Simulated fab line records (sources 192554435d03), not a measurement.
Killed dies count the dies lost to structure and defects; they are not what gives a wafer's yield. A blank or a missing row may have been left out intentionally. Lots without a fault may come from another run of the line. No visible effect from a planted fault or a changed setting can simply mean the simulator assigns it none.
3 desks, one fault :: flow n5_finfet :: only its own numbers are on each desk; what lay behind them is given at the end

THE DEFECT DESK
What the inspections along the route counted, lot by lot: means of the sampled wafers that have a number. If a lot's mean is further than 4 standard deviations from the usual mean, the lot is out of limits and carries the mark OUT (the distance appears in the brackets).
Columns: A = raw_defect_count at N5_MOL_CONTACT_COAG_INSPECT_42, usual 200; B = raw_defect_count at N5_BEOL_M0_SAQP_INSPECT_42, usual 286
lot: L609
first seen here: day 6 11:43
A: 253
B: 277

lot: L612
first seen here: day 7 23:54
A: 242
B: 188

lot: L613
first seen here: day 8 00:19
A: 205
B: 558

lot: L615
first seen here: day 9 21:22
A: 148
B: 976 (+8.4) OUT

lot: L617
first seen here: day 9 22:08
A: 295
B: 834 (+6.7) OUT

lot: L622
first seen here: day 10 18:50
A: 213
B: 234

lot: L626
first seen here: day 12 12:50
A: 143
B: 274

lot: L625
first seen here: day 12 13:17
A: 207
B: 263
This desk finds L615, L617 out of limits, L615 being first, at day 10 14:12 (raw_defect_count at N5_BEOL_M0_SAQP_INSPECT_42). Within limits: L609, L612, L613, L622, L626, L625.

METROLOGY DESK
Means of the sampled wafers that have a number, per lot and without regard to the tool the lot ran on: this is what the gauges read. If a lot's mean is further than 4 standard deviations from the usual mean, the lot is out of limits and carries the mark OUT (the distance appears in the brackets). Readings shown: 7 of its 10, picked as those furthest out on some lot.
Columns: A = DIBL_N at N5_BEOL_M4_RC_MEAS_101, usual 36.5 mV/V; B = DIBL_P at N5_BEOL_M4_RC_MEAS_101, usual 36.5 mV/V; C = IOFF_N at N5_BEOL_M4_RC_MEAS_101, usual 0.162 nA/um; D = ION_N at N5_BEOL_M4_RC_MEAS_101, usual 678 uA/um; E = ION_P at N5_BEOL_M4_RC_MEAS_101, usual 466 uA/um; F = SS_N at N5_BEOL_M4_RC_MEAS_101, usual 71.6 mV/dec; G = VT_P at N5_BEOL_M4_RC_MEAS_101, usual -249 mV
lot: L609
first seen here: day 11 11:25
A: 36.0
B: 37.5
C: 0.160
D: 681
E: 472
F: 72.2
G: -245

lot: L612
first seen here: day 11 17:20
A: 35.7
B: 35.9
C: 0.150
D: 677
E: 462
F: 71.4
G: -251

lot: L613
first seen here: day 12 01:18
A: 38.0
B: 36.9
C: 0.176
D: 677
E: 464
F: 71.7
G: -250

lot: L615
first seen here: day 13 00:23
A: 36.8
B: 36.9
C: 0.188
D: 689
E: 463
F: 72.1
G: -250

lot: L617
first seen here: day 13 02:47
A: 36.5
B: 37.2
C: 0.164
D: 678
E: 468
F: 71.4
G: -248

lot: L622
first seen here: day 14 11:44
A: 35.4
B: 37.8
C: 0.170
D: 683
E: 467
F: 72.2
G: -247

lot: L626
first seen here: day 15 21:52
A: 35.2
B: 34.6
C: 0.167
D: 686
E: 476
F: 71.4
G: -244

lot: L625
first seen here: day 16 01:32
A: 36.7
B: 36.0
C: 0.147
D: 671
E: 461
F: 71.7
G: -251
Result from this desk: across the 8 lots, nothing is out of limits.

AT THE TOOL OWNER'S DESK: pecvd-04
The tool's own readings at N5_BEOL_M0_SAQP_PECVD_96 (deposits a-Si from SiH4/He, target thk 45 nm, time 45.2 s): means of the sampled wafers that have a number, for each lot that ran on this tool. If a lot's mean is further than 4 standard deviations from the usual mean, the lot is out of limits and carries the mark OUT (the distance appears in the brackets).
Columns: A = heater_power_outer_w at N5_BEOL_M0_SAQP_PECVD_96, usual 378 W; B = heater_power_w at N5_BEOL_M0_SAQP_PECVD_96, usual 628 W; C = run_length_s at N5_BEOL_M0_SAQP_PECVD_96, usual 81.4 s; D = showerhead_plenum_p_Torr at N5_BEOL_M0_SAQP_PECVD_96, usual 5.70 Torr; E = throttle_valve_pct at N5_BEOL_M0_SAQP_PECVD_96, usual 18.2 %
lot: L609
first seen here: day 6 17:59
A: 382
B: 643
C: 81.6
D: 5.71
E: 19.1

lot: L612
first seen here: day 8 10:40
A: 411
B: 660
C: 81.5
D: 5.74
E: 17.5

lot: L613
first seen here: day 8 11:01
A: 410
B: 669
C: 93.8 (+23) OUT
D: 5.71
E: 18.1

lot: L615
first seen here: day 10 05:58
A: 382
B: 613
C: 100.2 (+35) OUT
D: 5.74
E: 17.4

lot: L617
first seen here: day 10 06:23
A: 394
B: 646
C: 100.1 (+35) OUT
D: 5.79
E: 17.9

lot: L626
first seen here: day 12 19:53
A: 373
B: 638
C: 81.4
D: 5.75
E: 18.5

lot: L625
first seen here: day 12 22:54
A: 379
B: 624
C: 81.8
D: 5.76
E: 17.9
This desk finds L613, L615, L617 out of limits, L613 being first, at day 8 11:01 (run_length_s at N5_BEOL_M0_SAQP_PECVD_96). Within limits: L609, L612, L626, L625.

TAKEN TOGETHER
On L613, L615, L617, at day 8 11:01, an alarm was possible from the tool owner's desk.
The defect desk could have raised an alarm at day 10 14:12, on L615, L617.
Metrology desk: nothing out of limits seen.
The defect desk has L613 on record, within its limits.
The metrology desk has L613, L615, L617 on record, within its limits.
The lots listed all ran N5_BEOL_M0_SAQP_PECVD_96 on pecvd-04.

WHAT THE SIMULATOR PUT IN
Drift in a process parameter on pecvd-04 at N5_BEOL_M0_SAQP_PECVD_96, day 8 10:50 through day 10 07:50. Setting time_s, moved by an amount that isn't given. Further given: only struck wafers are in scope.
Struck lots among those shown: L613, L615, L617.
Hours from the fault's start to each desk's first reading out of limits: the tool owner's desk, 0; the defect desk, 51.
